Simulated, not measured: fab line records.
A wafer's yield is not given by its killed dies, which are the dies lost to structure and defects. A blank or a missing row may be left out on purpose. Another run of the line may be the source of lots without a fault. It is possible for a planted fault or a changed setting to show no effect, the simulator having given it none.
fab line records | flow n5_finfet
[record] lots = 9 | wafers = 26 | last_day = 17
route steps=1938 shown HKMG_FIN@433 BEOL_M4@1111
lots untouched by any fault: they come from a run of this same line in which no faults occurred
start_h: hours from the record's first day to the start of the lot's first wafer shown | wait_h: hours elapsed since this lot's preceding step | " identical to the entry in the row above | L1.1+2: a row that stands for several wafers | - no value, or no start given | * or withheld: withheld | < > ~ a bound
route shown NAME@n: NAME is a module with steps in the file, n the number in the route of the first one | usual: mean and standard deviation over wafers with no fault | same: alike in all rows | chamber/n: place in a boat | sites: each site's reading | _std_site: how widely they spread, as a standard deviation | _edge_site: outer sites' mean less inner sites' | radius_mm: for every site, how far away it sits from the centre of the wafer | mask NAME#n: copy n | behind: tool/chamber where the wafer was last shaped | hold: the reason the lot was held/the length of the hold in hours/how it ended | device: names the non-switching transistor (n, p or np) | end of line: tests of these same wafers at the route's end | where a step has no rows: the recipe by itself | killed: the dies lost at the first sort to structure and to defects; this is not the yield of the wafer | map: shows each die of a wafer: x if killed, . if not, _ if none is there
set.NAME: the setting the step ran with; set.NAME@STEP: the setting that earlier step ran with | model.NAME: the simulator's own value behind a step, which no gauge read
steps of the route over a sample of lots; a table a step, a row a wafer
services: from which hour (start_h, from the record's first day; less than 0 if before it) a tool's chamber was out of use, for how many hours, and why
[[steps]]
[step N5_HKMG_FIN_DESCUM_17]
[recipe] chemistry = O2 | time_s = 7.9 | source_power_w = 50 | bias_power_w = 20 | pressure_mtorr = 20 | rf_frequency_hz = 2.712e+07 | temp_c = 40 | resist = CAR-ArF | o2_flow_sccm = 225
[usual] drypump_motor_current_A = 5.5/0.45 | oes_product_au = 0.81/0.095 | rf_vpp_V = 243.5/1.3 | showerhead_plenum_p_Torr = 2.12/0.071 | throttle_valve_pct = 20.57/0.26
lot.wafer | tool        | chamber | start_h | wait_h | drypump_motor_current_A | oes_product_au | rf_hours_counter_h | rf_vpp_V | showerhead_plenum_p_Torr | throttle_valve_pct
L301.1    | rie_diel-04 | 1       | 75.06   | 0.0    | 4.8                     | 0.71           | 201                | 242.7    | 2.07                     | 20.58
L301.5    | "           | 1       | "       | "      | 4.8                     | 0.71           | -                  | 243.1    | 2.07                     | 20.58
L301.6    | "           | 2       | "       | "      | 5.6                     | 0.70           | -                  | 243.3    | 2.16                     | 21.02
L302.1    | rie_diel-02 | 2       | 80.97   | 0.4    | 5.0                     | 0.75           | 143                | 241.0    | 2.01                     | 20.73
L302.2    | "           | 3       | "       | "      | 4.9                     | 0.77           | 124                | 242.9    | 2.11                     | 20.43
L302.4    | "           | 1       | "       | "      | 5.3                     | 0.69           | 236                | 242.2    | 2.05                     | 20.50
L303.4    | rie_diel-02 | 1       | 92.16   | 0.0    | 5.4                     | 0.68           | 239                | 243.6    | 2.05                     | 20.51
L303.5    | "           | 0       | "       | "      | 5.6                     | 0.77           | -                  | 243.8    | 2.10                     | 20.74
L303.6    | "           | 3       | "       | "      | 4.9                     | 0.77           | -                  | 243.6    | 2.11                     | 20.45
L304.1    | rie_diel-04 | 2       | 92.39   | 0.1    | 5.7                     | 0.71           | 243                | 244.1    | 2.15                     | 21.02
L304.2    | "           | 3       | "       | "      | 5.4                     | 0.85           | 55                 | 244.3    | 2.14                     | 20.55
L304.6    | "           | 2       | "       | "      | 5.7                     | 0.70           | -                  | 243.1    | 2.15                     | 21.03
L308.2    | rie_diel-01 | 1       | 118.01  | 0.0    | 6.1                     | 0.78           | 91                 | 243.5    | 2.03                     | 20.64
L308.4    | "           | 2       | "       | "      | 5.6                     | 0.98           | 2                  | 246.9    | 2.24                     | 20.01
L308.6    | "           | 1       | "       | "      | 6.1                     | 0.79           | -                  | 242.1    | 2.03                     | 20.65
L309.2    | rie_diel-02 | 3       | 122.36  | 0.3    | 4.9                     | 0.75           | 140                | 241.6    | 2.11                     | 20.46
L309.3    | "           | 0       | "       | "      | 5.6                     | 0.77           | 156                | 242.7    | 2.10                     | 20.77
L309.6    | "           | 0       | "       | "      | 5.6                     | 0.76           | -                  | 244.1    | 2.10                     | 20.78
L315.1    | rie_diel-04 | 0       | 159.45  | 0.0    | 5.5                     | 0.91           | 28                 | 242.6    | 2.13                     | 20.52
L315.2    | "           | 3       | "       | "      | 5.4                     | 0.82           | 82                 | 242.8    | 2.13                     | 20.58
L315.3    | "           | 1       | "       | "      | 4.7                     | 0.69           | 225                | 243.7    | 2.06                     | 20.62
L318.3    | rie_diel-04 | 2       | 179.63  | 0.0    | 5.6                     | 0.93           | 18                 | 242.9    | 2.14                     | 20.69
L318.6    | "           | 2       | "       | "      | 5.6                     | 0.94           | -                  | 243.4    | 2.14                     | 20.69
L322.2    | rie_diel-04 | 2       | 204.53  | 0.0    | 5.7                     | 0.92           | 27                 | 244.6    | 2.14                     | 20.72
L322.3    | "           | 1       | "       | "      | 4.7                     | 0.68           | 240                | 241.9    | 2.05                     | 20.63
L322.6    | "           | 0       | "       | "      | 5.5                     | 0.90           | -                  | 243.6    | 2.13                     | 20.51
[step N5_HKMG_FIN_ETCH_35]
[recipe] chemistry = N2/H2 | target = SOC | target_depth_a = 2158 | ion_energy_ev = 65 | bias_w = 5 | source_w = 3000 | time_s = 243.4 | pressure_mtorr = 30 | n2_flow_sccm = 200 | h2_flow_sccm = 200
[usual] drypump_motor_current_A = 5.5/0.45 | oes_product_au = 0.82/0.096 | rf_vpp_V = 141.9/1.1 | showerhead_plenum_p_Torr = 2.56/0.085 | throttle_valve_pct = 17.94/0.3
lot.wafer | tool        | chamber | start_h | wait_h | drypump_motor_current_A | oes_product_au | rf_hours_counter_h | rf_vpp_V | showerhead_plenum_p_Torr | throttle_valve_pct
L301.1    | rie_diel-04 | 1       | 75.37   | 0.0    | 4.7                     | 0.71           | 202                | 140.5    | 2.51                     | 17.89
L301.5    | "           | 1       | "       | "      | 4.8                     | 0.71           | -                  | 142.5    | 2.51                     | 17.89
L301.6    | "           | 2       | "       | "      | 5.7                     | 0.70           | -                  | 143.2    | 2.62                     | 18.54
L302.1    | rie_diel-02 | 2       | 81.27   | 0.0    | 5.0                     | 0.75           | 143                | 138.7    | 2.44                     | 18.11
L302.2    | "           | 3       | "       | "      | 4.9                     | 0.77           | 124                | 142.4    | 2.56                     | 17.87
L302.4    | "           | 1       | "       | "      | 5.4                     | 0.68           | 237                | 141.4    | 2.50                     | 17.85
L303.4    | rie_diel-02 | 1       | 92.46   | 0.0    | 5.3                     | 0.68           | 240                | 140.4    | 2.50                     | 17.87
L303.5    | "           | 0       | "       | "      | 5.6                     | 0.78           | -                  | 142.3    | 2.53                     | 17.95
L303.6    | "           | 3       | "       | "      | 4.9                     | 0.77           | -                  | 142.6    | 2.55                     | 17.88
L304.1    | rie_diel-04 | 2       | 92.69   | 0.0    | 5.6                     | 0.69           | 243                | 141.3    | 2.62                     | 18.57
L304.2    | "           | 3       | "       | "      | 5.4                     | 0.86           | 55                 | 143.0    | 2.59                     | 17.90
L304.6    | "           | 2       | "       | "      | 5.6                     | 0.70           | -                  | 141.1    | 2.62                     | 18.56
L308.2    | rie_diel-01 | 1       | 118.31  | 0.0    | 6.0                     | 0.79           | 92                 | 141.3    | 2.46                     | 18.01
L308.4    | "           | 2       | "       | "      | 5.6                     | 0.99           | 2                  | 142.5    | 2.71                     | 17.28
L308.6    | "           | 1       | "       | "      | 6.1                     | 0.80           | -                  | 139.9    | 2.46                     | 18.00
L309.2    | rie_diel-02 | 3       | 122.67  | 0.0    | 4.9                     | 0.75           | 140                | 141.8    | 2.55                     | 17.90
L309.3    | "           | 0       | "       | "      | 5.6                     | 0.76           | 156                | 142.9    | 2.53                     | 17.96
L309.6    | "           | 0       | "       | "      | 5.6                     | 0.76           | -                  | 143.0    | 2.53                     | 17.97
L315.1    | rie_diel-04 | 0       | 159.75  | 0.0    | 5.5                     | 0.92           | 28                 | 143.4    | 2.59                     | 17.93
L315.2    | "           | 3       | "       | "      | 5.4                     | 0.82           | 82                 | 140.7    | 2.57                     | 17.94
L315.3    | "           | 1       | "       | "      | 4.7                     | 0.69           | 225                | 141.5    | 2.50                     | 17.94
L318.3    | rie_diel-04 | 2       | 179.94  | 0.0    | 5.6                     | 0.92           | 19                 | 142.0    | 2.61                     | 18.20
L318.6    | "           | 2       | "       | "      | 5.6                     | 0.92           | -                  | 142.2    | 2.61                     | 18.18
L322.2    | rie_diel-04 | 2       | 204.83  | 0.0    | 5.6                     | 0.90           | 28                 | 141.3    | 2.60                     | 18.22
L322.3    | "           | 1       | "       | "      | 4.8                     | 0.68           | 240                | 139.8    | 2.49                     | 17.96
L322.6    | "           | 0       | "       | "      | 5.5                     | 0.90           | -                  | 141.5    | 2.59                     | 17.95
[step N5_HKMG_FIN_ALD_91]
[recipe] material = TiN | target_thk_a = 10 | temp_c = 400 | ald_precursor_family = TiCl4 | ald_co_reactant = NH3 | pulse_time_s = 1 | purge_time_s = 3 | co_reactant_purge_time_s = 2 | co_reactant_pulse_time_s = 2 | ald_cycles = 47 | pressure_torr = 3
[usual] co_reactant_pulse_time_s = 2/0 | heater_power_w = 866/89 | precursor_pulse_height_rel = 1.001/0.018
lot.wafer | tool         | chamber | start_h | wait_h | co_reactant_pulse_time_s | heater_power_w | precursor_pulse_height_rel
L301.1    | ald_metal-03 | 3       | 76.07   | 0.3    | 2                        | 770            | 1.046
L301.5    | "            | 2       | "       | "      | 2                        | 913            | 1.000
L301.6    | "            | 3       | "       | "      | 2                        | 794            | 1.005
L302.1    | ald_metal-04 | 3       | 81.95   | 0.3    | 2                        | 935            | 1.024
L302.2    | "            | 2       | "       | "      | 2                        | 749            | 1.015
L302.4    | "            | 0       | "       | "      | 2                        | 1005           | 1.043
L303.4    | ald_metal-04 | 2       | 93.14   | 0.1    | 2                        | 775            | 1.004
L303.5    | "            | 3       | "       | "      | 2                        | 928            | 1.011
L303.6    | "            | 0       | "       | "      | 2                        | 1003           | 1.002
L304.1    | ald_metal-03 | 1       | 93.36   | 0.3    | 2                        | 778            | 0.992
L304.2    | "            | 3       | "       | "      | 2                        | 760            | 1.010
L304.6    | "            | 2       | "       | "      | 2                        | 908            | 1.001
L308.2    | ald_metal-03 | 1       | 118.99  | 0.3    | 2                        | 770            | 0.992
L308.4    | "            | 3       | "       | "      | 2                        | 781            | 1.021
L308.6    | "            | 3       | "       | "      | 2                        | 789            | 1.014
L309.2    | ald_metal-03 | 1       | 123.36  | 0.3    | 2                        | 783            | 0.998
L309.3    | "            | 2       | "       | "      | 2                        | 907            | 0.975
L309.6    | "            | 3       | "       | "      | 2                        | 790            | 0.992
L315.1    | ald_metal-03 | 0       | 160.43  | 0.3    | 2                        | 847            | 1.006
L315.2    | "            | 2       | "       | "      | 2                        | 927            | 1.025
L315.3    | "            | 1       | "       | "      | 2.2668                   | 785            | 1.031
L318.3    | ald_metal-03 | 2       | 180.61  | 0.1    | 2.2668                   | 899            | 1.013
L318.6    | "            | 1       | "       | "      | 2.2668                   | 781            | 1.001
L322.2    | ald_metal-04 | 2       | 205.51  | 0.3    | 2                        | 766            | 1.027
L322.3    | "            | 0       | "       | "      | 2                        | 1004           | 0.991
L322.6    | "            | 1       | "       | "      | 2                        | 1017           | 0.994
[step N5_HKMG_FIN_STRIP_89]
[recipe] chemistry = N2/H2 | material = SOC | time_s = 20 | power_w = 500 | temp_c = 40 | pressure_mtorr = 50 | rf_frequency_hz = 6e+07 | bias_power_w = 8 | h2_frac = 0.5 | n2_flow_sccm = 300 | h2_flow_sccm = 300
[usual] drypump_motor_current_A = 5.6/0.43 | oes_product_au = 0.82/0.096 | rf_vpp_V = 54.3/0.91 | showerhead_plenum_p_Torr = 3.39/0.11 | throttle_valve_pct = 19.1/0.49
lot.wafer | tool        | chamber | start_h | wait_h | drypump_motor_current_A | oes_product_au | rf_hours_counter_h | rf_vpp_V | showerhead_plenum_p_Torr | throttle_valve_pct
L301.1    | rie_diel-04 | 3       | 76.65   | 0.1    | 5.4                     | 0.87           | 47                 | 55.0     | 3.42                     | 19.1
L301.5    | "           | 3       | "       | "      | 5.4                     | 0.88           | -                  | 54.1     | 3.42                     | 19.1
L301.6    | "           | 2       | "       | "      | 5.7                     | 0.70           | -                  | 54.7     | 3.46                     | 20.1
L302.1    | rie_diel-04 | 2       | 82.38   | 0.1    | 5.7                     | 0.70           | 239                | 54.3     | 3.46                     | 20.1
L302.2    | "           | 3       | "       | "      | 5.4                     | 0.86           | 51                 | 54.7     | 3.42                     | 19.1
L302.4    | "           | 3       | "       | "      | 5.4                     | 0.88           | -                  | 54.4     | 3.42                     | 19.1
L303.4    | rie_diel-01 | 2       | 93.54   | 0.0    | 5.6                     | 0.67           | 249                | 52.6     | 3.17                     | 18.6
L303.5    | "           | 0       | "       | "      | 5.9                     | 0.70           | -                  | 52.9     | 3.45                     | 19.0
L303.6    | "           | 3       | "       | "      | 6.2                     | 0.86           | -                  | 55.8     | 3.55                     | 19.7
L304.1    | rie_diel-04 | 3       | 93.77   | 0.0    | 5.4                     | 0.85           | 56                 | 53.8     | 3.41                     | 19.1
L304.2    | "           | 2       | "       | "      | 5.7                     | 0.69           | 243                | 54.7     | 3.45                     | 20.1
L304.6    | "           | 1       | "       | "      | 4.7                     | 0.70           | -                  | 53.4     | 3.31                     | 18.8
L308.2    | rie_diel-02 | 3       | 119.39  | 0.0    | 4.9                     | 0.76           | 138                | 55.1     | 3.37                     | 19.3
L308.4    | "           | 2       | "       | "      | 5.0                     | 0.74           | 157                | 54.4     | 3.22                     | 19.1
L308.6    | "           | 2       | "       | "      | 5.0                     | 0.75           | -                  | 53.3     | 3.22                     | 19.2
L309.2    | rie_diel-01 | 1       | 123.81  | 0.0    | 6.1                     | 0.80           | 94                 | 53.6     | 3.25                     | 19.1
L309.3    | "           | 3       | "       | "      | 6.2                     | 0.85           | 75                 | 53.5     | 3.54                     | 19.7
L309.6    | "           | 0       | "       | "      | 5.9                     | 0.68           | -                  | 55.3     | 3.44                     | 19.0
L315.1    | rie_diel-04 | 0       | 160.83  | 0.0    | 5.5                     | 0.92           | 29                 | 54.8     | 3.42                     | 19.2
L315.2    | "           | 1       | "       | "      | 4.7                     | 0.69           | 226                | 55.5     | 3.30                     | 18.8
L315.3    | "           | 3       | "       | "      | 5.4                     | 0.83           | 83                 | 54.7     | 3.40                     | 19.1
L318.3    | rie_diel-04 | 2       | 181.01  | 0.0    | 5.6                     | 0.92           | 19                 | 54.7     | 3.44                     | 19.8
L318.6    | "           | 3       | "       | "      | 5.4                     | 0.83           | -                  | 53.8     | 3.40                     | 19.1
L322.2    | rie_diel-01 | 1       | 205.91  | 0.0    | 6.1                     | 0.78           | 126                | 53.5     | 3.23                     | 19.2
L322.3    | "           | 2       | "       | "      | 5.6                     | 0.90           | 36                 | 55.5     | 3.55                     | 18.3
L322.6    | "           | 2       | "       | "      | 5.6                     | 0.90           | -                  | 55.1     | 3.55                     | 18.3
[step N5_BEOL_M4_RC_MEAS_101]
[usual] DIBL_N = 36.4/1.5 | DIBL_P = 36.4/1.6 | IOFF_N = 0.164/0.025 | IOFF_P = 0.214/0.028 | ION_N = 675/9.9 | ION_P = 463/6.5 | SS_N = 71.5/0.5 | SS_P = 73.3/0.56 | VT_N = 249.2/2.7 | VT_P = -250.1/2.8
lot.wafer | tool      | chamber | start_h | wait_h | DIBL_N[mV/V] | DIBL_P[mV/V] | IOFF_N[nA/um] | IOFF_P[nA/um] | ION_N[uA/um] | ION_P[uA/um] | SS_N[mV/dec] | SS_P[mV/dec] | VT_N[mV] | VT_P[mV]
L301.1    | prober-02 | 0       | 164.19  | 0.0    | 36.5         | 35.4         | 0.134         | 0.171         | 664          | 453          | 71.2         | 73.7         | 250.4    | -256.0
L301.5    | "         | 0       | "       | "      | 37.0         | 36.7         | 0.155         | 0.186         | 688          | 458          | 70.7         | 73.7         | 248.1    | -253.7
L301.6    | "         | 0       | "       | "      | 37.2         | 36.3         | 0.149         | 0.185         | 660          | 451          | 70.8         | 73.2         | 251.0    | -256.5
L302.1    | prober-01 | 0       | 177.93  | 0.0    | 37.4         | 35.4         | 0.145         | 0.213         | 671          | 465          | 70.9         | 73.9         | 251.9    | -249.3
L302.2    | "         | 0       | "       | "      | 38.5         | 37.0         | 0.171         | 0.250         | 678          | 470          | 71.7         | 74.0         | 249.3    | -245.5
L302.4    | "         | 0       | "       | "      | 36.1         | 33.7         | 0.129         | 0.190         | 659          | 459          | 71.3         | 73.2         | 254.3    | -250.1
L303.4    | prober-02 | 0       | 180.43  | 0.5    | 35.8         | 37.5         | 0.165         | 0.224         | 677          | 471          | 71.8         | 73.8         | 249.6    | -249.5
L303.5    | "         | 0       | "       | "      | 36.0         | 37.2         | 0.168         | 0.219         | 682          | 467          | 71.8         | 73.6         | 247.4    | -249.8
L303.6    | "         | 0       | "       | "      | 35.8         | 36.9         | 0.166         | 0.208         | 687          | 467          | 70.9         | 73.2         | 248.3    | -250.5
L304.1    | prober-01 | 0       | 183.12  | 0.0    | 36.4         | 36.9         | 0.153         | 0.173         | 671          | 455          | 71.8         | 73.3         | 248.6    | -253.4
L304.2    | "         | 0       | "       | "      | 34.1         | 34.1         | 0.111         | 0.145         | 657          | 440          | 70.8         | 72.7         | 256.2    | -257.7
L304.6    | "         | 0       | "       | "      | 35.7         | 35.4         | 0.134         | 0.160         | 656          | 447          | 71.7         | 73.6         | 252.8    | -254.4
L309.2    | prober-01 | 0       | 213.79  | 0.2    | 35.3         | 38.5         | 0.150         | 0.253         | 665          | 468          | 71.6         | 73.5         | 251.1    | -244.9
L309.3    | "         | 0       | "       | "      | 35.9         | 37.9         | 0.158         | 0.246         | 671          | 469          | 71.8         | 74.0         | 251.9    | -246.6
L309.6    | "         | 0       | "       | "      | 35.8         | 37.8         | 0.153         | 0.246         | 669          | 462          | 71.8         | 73.8         | 252.0    | -245.0
L308.2    | prober-01 | 0       | 214.72  | 1.1    | 38.0         | 38.1         | 0.188         | 0.232         | 679          | 458          | 71.8         | 73.6         | 246.1    | -248.4
L308.4    | "         | 0       | "       | "      | 39.0         | 39.0         | 0.219         | 0.242         | 694          | 469          | 72.1         | 73.2         | 242.9    | -249.2
L308.6    | "         | 0       | "       | "      | 38.1         | 37.9         | 0.191         | 0.228         | 688          | 466          | 71.2         | 74.3         | 244.9    | -249.0
L315.1    | prober-01 | 0       | 243.32  | 0.0    | 37.4         | 38.4         | 0.186         | 0.244         | 676          | 466          | 71.7         | 73.3         | 248.0    | -251.3
L315.2    | "         | 0       | "       | "      | 37.2         | 38.6         | 0.181         | 0.239         | 677          | 464          | 71.7         | 73.4         | 249.7    | -250.6
L315.3    | "         | 0       | "       | "      | 37.9         | 38.8         | 0.199         | 0.245         | 677          | 458          | 72.0         | 73.5         | 249.2    | -246.6
L318.3    | prober-01 | 0       | 272.41  | 0.3    | 37.9         | 38.7         | 0.217         | 0.245         | 695          | 468          | 72.3         | 73.6         | 247.3    | -248.3
L318.6    | "         | 0       | "       | "      | 38.5         | 39.4         | 0.242         | 0.258         | 702          | 469          | 71.3         | 74.2         | 243.0    | -245.9
L322.2    | prober-02 | 0       | 291.64  | 0.2    | 35.1         | 34.9         | 0.159         | 0.175         | 681          | 458          | 71.7         | 73.1         | 250.2    | -254.8
L322.3    | "         | 0       | "       | "      | 34.7         | 34.4         | 0.146         | 0.169         | 674          | 457          | 71.1         | 73.1         | 249.3    | -252.5
L322.6    | "         | 0       | "       | "      | 35.5         | 35.5         | 0.157         | 0.187         | 667          | 455          | 71.8         | 72.9         | 249.2    | -254.0
[[services]]
tool         | chamber | start_h | hours | kind
ald_metal-04 | -       | 57.57   | 1.4   | repair
rie_diel-02  | 1       | 60.43   | 7.0   | repair
rie_diel-01  | 1       | 63.32   | 3.7   | repair
rie_diel-04  | 0       | 66.23   | -     | clean
rie_diel-04  | 0       | 66.23   | -     | consumable_replace:esc
rie_diel-04  | 0       | 66.23   | -     | consumable_replace:focus_ring
rie_diel-04  | 0       | 66.23   | 21.5  | scheduled_down
rie_diel-04  | 0       | 66.23   | 21.5  | vent_cycle
ald_metal-03 | 1       | 73.77   | 9.1   | repair
rie_diel-01  | 2       | 95.82   | -     | clean
rie_diel-01  | 2       | 95.82   | -     | consumable_replace:focus_ring
rie_diel-01  | 1       | 105.60  | 1.4   | repair
rie_diel-04  | 2       | 110.93  | -     | clean
rie_diel-04  | 2       | 110.93  | -     | consumable_replace:focus_ring
rie_diel-04  | 2       | 110.93  | 15.2  | scheduled_down
rie_diel-04  | 2       | 110.93  | 15.2  | vent_cycle
rie_diel-02  | 1       | 119.95  | -     | clean
rie_diel-02  | 1       | 119.95  | -     | consumable_replace:focus_ring
rie_diel-02  | 1       | 119.95  | 15.3  | scheduled_down
rie_diel-02  | 1       | 119.95  | 15.3  | vent_cycle
rie_diel-04  | 1       | 120.61  | 9.8   | repair
ald_metal-04 | 0       | 124.71  | 31.1  | repair
rie_diel-02  | 0       | 180.49  | 4.4   | repair
ald_metal-03 | 0       | 184.81  | 18.2  | repair
[[key]]
[first_sign] step = N5_HKMG_FIN_ALD_91 | reading = co_reactant_pulse_time_s | direction = up | sigmas = 99+ | usual = * | struck = *
effect none on later readings
met_at N5_HKMG_FIN_ALD_91
struck_lots L315,L318
struck_wafers L315.3,L318.3,L318.6
not_acting_at N5_HKMG_FIN_DESCUM_17,N5_HKMG_FIN_ETCH_35,N5_HKMG_FIN_STRIP_89
onset_between 123.36 160.43
[fault] kind = process_parameter_drift | tool = ald_metal-03 | chamber = - | onset_h = 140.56 | steps = N5_HKMG_FIN_ALD_91 | channel = co_reactant_pulse_time_s | offset = * | shape = step | end_h = 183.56 | scope = struck_wafers_only | acts_in = * | stated = *
